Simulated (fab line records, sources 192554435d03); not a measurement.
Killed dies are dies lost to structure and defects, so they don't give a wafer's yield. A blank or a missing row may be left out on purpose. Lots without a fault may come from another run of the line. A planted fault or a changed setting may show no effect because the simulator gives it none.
Split-lot experiment | flow n5_finfet | 7 lots, 21 wafers read, on a route of 1938 steps

THE SPLIT
At N5_PASSIVATION_PECVD_35 (deposits SiNx from SiH4/NH3/N2, target thk 700 nm, time 151.3 s), the setting time_s was moved away from the recipe's 151.3 s on 10 of the 21 wafers read, by -10.7% to +5.6%. The other wafers ran this setting at the recipe's value.

The reading is taken at the split's own step.

THE READING
SiNx_of_PASSIVATION_PECVD_35.thk_nm (the simulator's own value, which no gauge read), in nm, at N5_PASSIVATION_PECVD_35 (deposits SiNx from SiH4/NH3/N2, target thk 700 nm, time 151.3 s). The file gives no usual value for it. The 11 wafers here that ran the recipe average 700.9 nm, standard deviation 9.5 nm.

wafer  | tool, chamber at the split | time_s as run, s | against the recipe | SiNx_of_PASSIVATION_PECVD_35.thk_nm, nm | against lot-mates on the recipe
L075.2 | pecvd-01, 1                | 151.3            | recipe             | 684.2                                   | -
L075.3 | pecvd-01, 0                | 151.3            | recipe             | 689.4                                   | -
L075.6 | pecvd-01, 2                | 151.3            | recipe             | 711.6                                   | -
L077.1 | pecvd-03, 0                | 151.3            | recipe             | 699.4                                   | -
L077.2 | pecvd-03, 2                | 158.1            | +4.5%              | 727.8                                   | +30.0
L077.3 | pecvd-03, 1                | 151.3            | recipe             | 696.2                                   | -
L076.1 | pecvd-02, 1                | 144.4            | -4.6%              | 674.6                                   | -32.8
L076.2 | pecvd-02, 0                | 144.4            | -4.6%              | 671.4                                   | -36.0
L076.3 | pecvd-02, 2                | 151.3            | recipe             | 707.4                                   | -
L083.3 | pecvd-03, 0                | 151.3            | recipe             | 700.2                                   | -
L083.4 | pecvd-03, 2                | 159.7            | +5.6%              | 735.2                                   | +35.0
L083.5 | pecvd-03, 0                | 159.7            | +5.6%              | 748                                     | +47.8
L085.2 | pecvd-03, 0                | 145.2            | -4.0%              | 653                                     | -48.0
L085.4 | pecvd-03, 1                | 145.2            | -4.0%              | 663.6                                   | -37.4
L085.6 | pecvd-03, 0                | 151.3            | recipe             | 701                                     | -
L092.1 | pecvd-02, 0                | 135.1            | -10.7%             | 627                                     | -79.1
L092.3 | pecvd-02, 2                | 151.3            | recipe             | 694.2                                   | -
L092.6 | pecvd-02, 0                | 151.3            | recipe             | 718                                     | -
L096.3 | pecvd-02, 2                | 143.8            | -5.0%              | 677.4                                   | -30.8
L096.4 | pecvd-02, 2                | 151.3            | recipe             | 708.2                                   | -
L096.5 | pecvd-02, 1                | 143.8            | -5.0%              | 679                                     | -29.2

THE FIT
A straight line over all 21 wafers: SiNx_of_PASSIVATION_PECVD_35.thk_nm changes by +6.84 nm for each +1% of time_s; r = +0.94; the points scatter about the line by 10 nm.
The same after taking each lot's own level away (the mean of its wafers on the recipe; 21 wafers): +7.45 nm for each +1%; r = +0.96; scatter 8.2 nm.
On that fit, the largest move of time_s shifts the reading by 80 nm.
The lots' own levels span 695.07 to 708.20 nm, that is 1.4 times the standard deviation above.
So the lot-to-lot level changes the slope little: the two slopes agree.
Check: with one of the wafers moved furthest among these (-10.7%) left out of the fit, the line predicts -81.2 nm for it against its lot-mates. It came out at -79.1 nm against them.

OTHER SPLITS ON THESE WAFERS
These wafers also went through other splits before the reading. Each is held against what the fit with the lots' levels taken away leaves over:
other split on the same wafers     | wafers away from the commonest value | r with SiNx_of_PASSIVATION_PECVD_35.thk_nm (lot level and that fit taken away)
N5_MIM_BOT_LITHO_PEB_06 peb_time_s | as run: not given for these wafers   | -
N5_MIM_BOT_ETCH_ETCH_04 source_w   | 10                                   | -0.04
N5_PASSIVATION_PECVD_53 time_s     | 5                                    | +0.04

THE WHOLE CHAIN: every reading that the file lists as answering this split, in the file's order
step                    | what it does                                                    | reading                                                                              | change (the file's fit)                                                       | r (the file's)
N5_PASSIVATION_PECVD_35 | deposits SiNx from SiH4/NH3/N2, target thk 700 nm, time 151.3 s | SiNx_of_PASSIVATION_PECVD_35.thk_nm (the simulator's own value, which no gauge read) | +7.43 nm for each +1% of the setting                                          | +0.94
N5_PASSIVATION_PROBE_49 |                                                                 | killed_at_other                                                                      | not straight: 1 at the lowest setting, 103.6 at the recipe, 48 at the highest | not given

THE FILE'S OWN FIT
SiNx_of_PASSIVATION_PECVD_35.thk_nm changes by +7.43 nm for each +1% of time_s, r = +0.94.
